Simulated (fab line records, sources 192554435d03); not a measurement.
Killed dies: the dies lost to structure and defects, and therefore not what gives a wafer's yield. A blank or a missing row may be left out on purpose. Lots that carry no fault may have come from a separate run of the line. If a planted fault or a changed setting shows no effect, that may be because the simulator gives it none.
Which tool was responsible? / flow n5 finfet / 9 lots with 27 wafers sampled at 5 steps, on a route of 1938 steps

WHAT THE GAUGES SHOWED, per wafer
N5_BEOL_M4_RC_MEAS_101.
lot=L535; measured=day 7 16:28; on=prober-02; DIBL_N (mV/V)=35.6 34.8 33.3
lot=L536; measured=day 8 09:55; on=prober-01; DIBL_N (mV/V)=35.3 33.9 35.4
lot=L537; measured=day 8 19:18; on=prober-02; DIBL_N (mV/V)=33.0 35.9 35.8
lot=L541; measured=day 9 19:09; on=prober-02; DIBL_N (mV/V)=36.0 35.1 37.5
lot=L542; measured=day 9 18:35; on=prober-01; DIBL_N (mV/V)=37.0 37.0 36.8
lot=L543; measured=day 9 21:37; on=prober-01; DIBL_N (mV/V)=39.5 35.5 36.1
lot=L554; measured=day 12 23:26; on=prober-02; DIBL_N (mV/V)=39.4 35.8 37.2
lot=L555; measured=day 13 02:16; on=prober-01; DIBL_N (mV/V)=35.2 39.5 39.0
lot=L556; measured=day 13 05:31; on=prober-02; DIBL_N (mV/V)=36.2 34.7 35.2

TOOL THAT RAN EACH LOT (tool first, then ch and the chambers of the sampled wafers, then the start)
lot=L535; N5_MOL_CONTACT_COAG_SPUTTER_130=pvd sputter-02, day 5 05:30; N5_MOL_CONTACT_COAG_CMP_23=cmp-03 ch 0,2,3, day 5 05:46; N5_MOL_CONTACT_COAG_VIA_ETCH_46=rie diel-04 ch 0,1,3, day 5 10:44; N5_MOL_CONTACT_COAG_ETCH_47=rie diel-04 ch 0,1,3, day 5 10:50
lot=L536; N5_MOL_CONTACT_COAG_SPUTTER_130=pvd sputter-02, day 5 10:37; N5_MOL_CONTACT_COAG_CMP_23=cmp-03 ch 1,2,3, day 5 10:48; N5_MOL_CONTACT_COAG_VIA_ETCH_46=rie diel-03 ch 0,2,3, day 5 14:59; N5_MOL_CONTACT_COAG_ETCH_47=rie diel-03 ch 0,2,3, day 5 15:06
lot=L537; N5_MOL_CONTACT_COAG_SPUTTER_130=pvd sputter-01, day 5 16:28; N5_MOL_CONTACT_COAG_CMP_23=cmp-04 ch 1,2,3, day 5 16:39; N5_MOL_CONTACT_COAG_VIA_ETCH_46=rie diel-04 ch 0,1,2, day 5 20:53; N5_MOL_CONTACT_COAG_ETCH_47=rie diel-04 ch 0,1,2, day 5 21:00
lot=L541; N5_MOL_CONTACT_COAG_SPUTTER_130=pvd sputter-03, day 6 18:37; N5_MOL_CONTACT_COAG_CMP_23=cmp-03 ch 0,2,3, day 6 19:00; N5_MOL_CONTACT_COAG_VIA_ETCH_46=rie diel-03 ch 0,2,3, day 6 23:13; N5_MOL_CONTACT_COAG_ETCH_47=rie diel-03 ch 0,2,3, day 6 23:19
lot=L542; N5_MOL_CONTACT_COAG_SPUTTER_130=pvd sputter-03, day 6 23:13; N5_MOL_CONTACT_COAG_CMP_23=cmp-01 ch 2,3, day 6 23:24; N5_MOL_CONTACT_COAG_VIA_ETCH_46=rie diel-04 ch 0,2,3, day 7 04:29; N5_MOL_CONTACT_COAG_ETCH_47=rie diel-04 ch 0,2,3, day 7 04:35
lot=L543; N5_MOL_CONTACT_COAG_SPUTTER_130=pvd sputter-01, day 7 04:22; N5_MOL_CONTACT_COAG_CMP_23=cmp-04 ch 1,2,3, day 7 04:35; N5_MOL_CONTACT_COAG_VIA_ETCH_46=rie diel-04 ch 2,3, day 7 09:16; N5_MOL_CONTACT_COAG_ETCH_47=rie diel-04 ch 2,3, day 7 09:23
lot=L554; N5_MOL_CONTACT_COAG_SPUTTER_130=pvd sputter-01, day 9 21:32; N5_MOL_CONTACT_COAG_CMP_23=cmp-03 ch 0,1,3, day 9 21:50; N5_MOL_CONTACT_COAG_VIA_ETCH_46=rie diel-05 ch 0,1,2, day 10 02:07; N5_MOL_CONTACT_COAG_ETCH_47=rie diel-05 ch 0,1,2, day 10 02:13
lot=L555; N5_MOL_CONTACT_COAG_SPUTTER_130=pvd sputter-02, day 10 06:11; N5_MOL_CONTACT_COAG_CMP_23=cmp-03 ch 1,3, day 10 06:24; N5_MOL_CONTACT_COAG_VIA_ETCH_46=rie diel-05 ch 1,2, day 10 12:03; N5_MOL_CONTACT_COAG_ETCH_47=rie diel-05 ch 1,2, day 10 12:10
lot=L556; N5_MOL_CONTACT_COAG_SPUTTER_130=pvd sputter-02, day 10 11:44; N5_MOL_CONTACT_COAG_CMP_23=cmp-04 ch 0,1, day 10 11:58; N5_MOL_CONTACT_COAG_VIA_ETCH_46=rie diel-05 ch 2,3, day 10 16:08; N5_MOL_CONTACT_COAG_ETCH_47=rie diel-05 ch 2,3, day 10 16:14
- N5_MOL_CONTACT_COAG_SPUTTER_130: material Co, target thk 47.5 nm.
- N5_MOL_CONTACT_COAG_CMP_23: polishes, stops on SiO2, t overpolish 1.5 s, target thk 0 nm.
- N5_MOL_CONTACT_COAG_VIA_ETCH_46: etches SiO2 in C4F6/O2, target depth 46 nm, overetch 9.2 nm, time 40 s.
- N5_MOL_CONTACT_COAG_ETCH_47: etches SiNx in CH3F/O2, stops on W, target depth 27 nm.

THE ANSWER, worked out from the rows above alone
Rule: the usual values come from the lots themselves. The widest of any qualifying gaps counts: lots, ordered by their means at a reading, are off when they make up no more than a third of the lots, leave a main group of 4 or more, and stand apart from it by 3 or more times the standard deviation of that group's means. The tables above print the reading to a certain number of digits; a main group whose means all agree to those digits is not used. A lot without any number at a reading at which 4 lots or more have one is off too. All remaining lots with rows at the step are treated as sound.
Across all readings shown, no lot is off: no conclusion can be drawn from this.

WHAT HAD BEEN PUT IN BY THE SIMULATOR
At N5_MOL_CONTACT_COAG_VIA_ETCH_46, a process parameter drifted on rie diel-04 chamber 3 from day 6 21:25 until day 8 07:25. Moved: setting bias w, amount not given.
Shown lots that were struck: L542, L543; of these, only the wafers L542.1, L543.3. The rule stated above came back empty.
